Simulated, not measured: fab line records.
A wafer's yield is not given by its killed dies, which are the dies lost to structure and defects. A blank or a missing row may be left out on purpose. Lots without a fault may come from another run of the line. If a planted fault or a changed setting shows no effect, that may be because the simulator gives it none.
Chamber matching + flow n5-finfet + N5_BEOL_M4_ALD_84 on ald-metal-03 has 4 sister chambers
The step deposits TaN, pulse time 2 s, purge time 3 s, co reactant purge time 2 s. 8 wafers are shown with their chamber, then 9 later ones without.

== WAFERS PAIRED WITH THEIR CHAMBERS ==
| wafer  | chamber | heater-power-w (W) | mfc-carrier-sccm (sccm) |
|--------|---------|--------------------|-------------------------|
| L078.5 | 3       | 453                | 1491                    |
| L080.5 | 1       | 391                | 1513                    |
| L081.2 | 3       | 463                | 1498                    |
| L081.3 | 1       | 397                | 1504                    |
| L083.3 | 2       | 410                | 1494                    |
| L087.3 | 0       | 408                | 1498                    |
| L087.4 | 0       | 402                | 1505                    |
| L087.6 | 2       | 407                | 1498                    |

== WAFERS WHOSE CHAMBER IS MISSING ==
| wafer  | heater-power-w (W) | mfc-carrier-sccm (sccm) |
|--------|--------------------|-------------------------|
| L090.2 | 472                | 1504                    |
| L090.3 | 394                | 1501                    |
| L090.5 | 411                | 1499                    |
| L094.1 | 401                | 1499                    |
| L094.5 | 408                | 1495                    |
| L094.6 | 389                | 1496                    |
| L097.2 | 413                | 1508                    |
| L097.3 | 469                | 1506                    |
| L097.5 | 412                | 1502                    |

== CHAMBER TAKEN BY EACH ==
| wafer  | from the rows above          | in truth |
|--------|------------------------------|----------|
| L090.2 | 3                            | 3        |
| L090.3 | can't be placed: 1 or 0 or 2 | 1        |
| L090.5 | can't be placed: 2 or 0      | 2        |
| L094.1 | can't be placed: 0 or 2 or 1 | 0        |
| L094.5 | can't be placed: 2 or 0      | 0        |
| L094.6 | can't be placed: 1 or 0 or 2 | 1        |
| L097.2 | can't be placed: 0 or 2 or 1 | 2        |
| L097.3 | 3                            | 3        |
| L097.5 | can't be placed: 2 or 0      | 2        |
Correct placement for 2 of the 9. Cannot be placed on the basis of these rows: 7; the candidates contain the true chamber in 7. 0 placed wrongly.
How it was worked out, from the rows above alone: a wafer's distance from a chamber is the root of the sum, over the readings, of the square of ((its reading less the chamber's mean) divided by the reading's scatter). If the next closest chamber is less than 2 further off than the closest, the wafer can't be placed; otherwise it belongs to the closest. Each chamber's mean is taken over the wafers shown for it. How the scatter is found: for the shown wafers, subtract from each reading the mean of its chamber, square and add these, divide the total by (wafers less chambers), then take the root.
